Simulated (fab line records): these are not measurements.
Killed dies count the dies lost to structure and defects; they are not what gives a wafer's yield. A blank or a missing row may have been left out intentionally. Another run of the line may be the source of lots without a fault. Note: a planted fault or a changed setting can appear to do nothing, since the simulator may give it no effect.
Chamber matching ; flow n5 finfet ; 4 sister chambers for N5_BEOL_M4_ETCH_70 on rie diel-02
The step etches SOC in N2/H2, target depth 80 nm, overetch 24 nm, time 130 s. 4 wafers are shown with their chamber, then 8 later ones without.

## EACH WAFER AND ITS CHAMBER
wafer;chamber;showerhead plenum p Torr (Torr)
L087.2;1;2.62
L087.4;3;2.42
L087.6;2;2.66
L090.3;0;2.40

## WAFERS MISSING THEIR CHAMBER
wafer;showerhead plenum p Torr (Torr)
L090.5;2.62
L090.6;2.66
L097.3;2.62
L097.4;2.42
L097.5;2.62
L091.1;2.41
L091.2;2.61
L091.3;2.65

## WHICH CHAMBER EACH ONE RAN IN
wafer;from the rows above;in truth
L090.5;1;1
L090.6;2;2
L097.3;1;1
L097.4;3;3
L097.5;1;1
L091.1;can't be placed: 3 or 0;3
L091.2;1;1
L091.3;2;2
Correctly placed: 7 of 8. Not placeable from these rows: 1 (in 1, the candidates include the true chamber). Wrongly placed: 0.
How it was worked out, from the rows above alone: a wafer's distance from a chamber is the root of the sum, over the readings, of the square of ((its reading less the chamber's mean) divided by the reading's scatter). The wafer belongs to the nearest chamber; if the next one is less than 2 further off, it can't be placed. Each chamber's mean is taken over the wafers shown for it. The scatter (one wafer shown for each chamber): square how far every hidden wafer sits from the nearest shown wafer, average those squares and take the square root.
